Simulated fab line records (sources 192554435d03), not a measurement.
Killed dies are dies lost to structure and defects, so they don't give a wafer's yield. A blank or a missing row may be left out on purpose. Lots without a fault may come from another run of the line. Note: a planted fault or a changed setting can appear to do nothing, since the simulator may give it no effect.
Comparing a struck lot with a sound one	flow n5 finfet	19 steps out of a route of 1938
Sound: the wafers L736.2, L736.4, L736.6. Wafers L735.2, L735.4, L735.5 were the ones struck. The cause comes at the end.
Order at every step that has rows: each side's tool, ch and its chambers, its first start. Under that, the readings that differ: sound wafers	struck wafers	difference of the means	sigmas: that difference in standard deviations of wafers without a fault.
alike: a reading whose means differ by less than 2 such deviations, as well as words and numbers matching on both sides. not compared: withheld readings; readings where some wafer has no value; bounds like >300 that might hide an equal value; numbers whose values overlap and for which the record gives no deviation.
The two part at a step that has a row with sigmas, a row that says differs or no value, or rows on one side only. When numbers do not overlap yet have no deviation, they are printed without sigmas and do not part them. A reading that every wafer of one side lacks parts them only if that side has two wafers or more.

first, 7 steps without rows for these wafers: N5_BEOL_M12_COAT_04 (resist thk 400 nm); N5_BEOL_M12_EBR_06; N5_BEOL_M12_SOFTBAKE_05 (time 60 s); N5_BEOL_M12_EXPOSE_07 (exposes mask V11); N5_BEOL_M12_PEB_08 (peb time 90 s); N5_BEOL_M12_DEVELOP_09 (develop time 45 s); N5_BEOL_M12_HARDBAKE_14 (time 120 s).
N5_BEOL_M12_CD_MEAS_10: the cd target is 140 nm.
  sound on cd sem-03 ch 0, day 12 07:38; struck on cd sem-02 ch 0, day 12 05:47
  alike: cd nm
N5_BEOL_M12_OVL_MEAS_11:
  sound on overlay-02 ch 0, day 12 07:40; struck on overlay-02 ch 0, day 12 05:49
  alike: V11_OVL
N5_BEOL_M12_INSPECT_12: inspects for defects (macro).
  sound on defect inspect-02 at day 12 07:41; struck on defect inspect-02 at day 12 05:56
  alike: raw defect count
N5_BEOL_M12_DESCUM_15: chemistry O2, time 7.9 s.
  sound on rie diel-04 ch 1,3, day 12 07:43; struck on rie diel-04 ch 2,3, day 12 05:58
  alike: chamber pressure mTorr, drypump motor current A, oes product au, rf vpp V, showerhead plenum p Torr, throttle valve pct
  not compared: rf hours counter h
N5_BEOL_M12_ETCH_59: etches BARC in N2/H2, target depth 89 nm, overetch 26.7 nm, time 67.9 s.
  sound on rie diel-04 ch 1,3, day 12 07:46; struck on rie diel-04 ch 2,3, day 12 06:01
  alike: bias w, chamber pressure mTorr, drypump motor current A, oes product au, rf vpp V, showerhead plenum p Torr, throttle valve pct
  not compared: rf hours counter h
N5_BEOL_M12_VIA_ETCH_16: etches SiOC in C4F8/O2/Ar, target depth 724.8 nm.
  sound on rie diel-04 ch 1,3, day 12 07:49; struck on rie diel-04 ch 2,3, day 12 06:04
  no value came back on the struck wafers for any of 9 readings (C4F8_flow_sccm (sccm), O2_flow_sccm (sccm) and others); on the sound wafers C4F8_flow_sccm (sccm) reads 15.01 15.02 15.03
reading	sound	struck	difference	sigmas
model.coat_of_BEOL_M12_COAT_04.thk nm (nm)	129.2 118.6 119.6	318.6 319.8 319.4	+196.8	
N5_BEOL_M12_STRIP_63: strips in N2/H2.
  sound on plasma asher-01 ch 0,1, day 12 08:01; struck on plasma asher-02 ch 0, day 12 06:16
reading	sound	struck	difference	sigmas
oes product au (a.u.)	0.705 0.699 0.697	0.851 0.852 0.861	+0.154	+32
strip time to endpoint s (s)	44.2 41.3 41.6	93.2 93.5 93.3	+51.0	+46
  alike: chamber pressure mTorr, drypump motor current A, heater power w
  not compared: rf hours counter h
N5_BEOL_M12_STRIP_64: strips in N2/H2.
  sound on plasma asher-01 ch 0,1, day 12 08:04; struck on plasma asher-02 ch 0, day 12 06:19
  alike: drypump motor current A, heater power w, oes product au, strip time to endpoint s
  not compared: rf hours counter h
then, 2 steps without rows for these wafers: N5_BEOL_M12_STRIP_71 (strips in post etch residue remover, time 60 s); N5_BEOL_M12_SRD_72 (time 30 s, dry time 30 s).
N5_BEOL_M12_CD_MEAS_17: the cd target is 140 nm.
  sound on cd sem-01 at day 12 08:14; struck on cd sem-02 at day 12 06:28
reading	sound	struck	difference	sigmas
cd nm (nm)	140.7 136.4 140.6	- - -	no value on the struck wafers	
then, 1 step without rows for these wafers: N5_BEOL_M12_COAT_65 (time 60 s, resist thk 300 nm).

## WHERE THEY PART
Last at N5_BEOL_M12_CD_MEAS_17 as far as this record goes, first at N5_BEOL_M12_VIA_ETCH_16.

WHY: what had been put in by the simulator
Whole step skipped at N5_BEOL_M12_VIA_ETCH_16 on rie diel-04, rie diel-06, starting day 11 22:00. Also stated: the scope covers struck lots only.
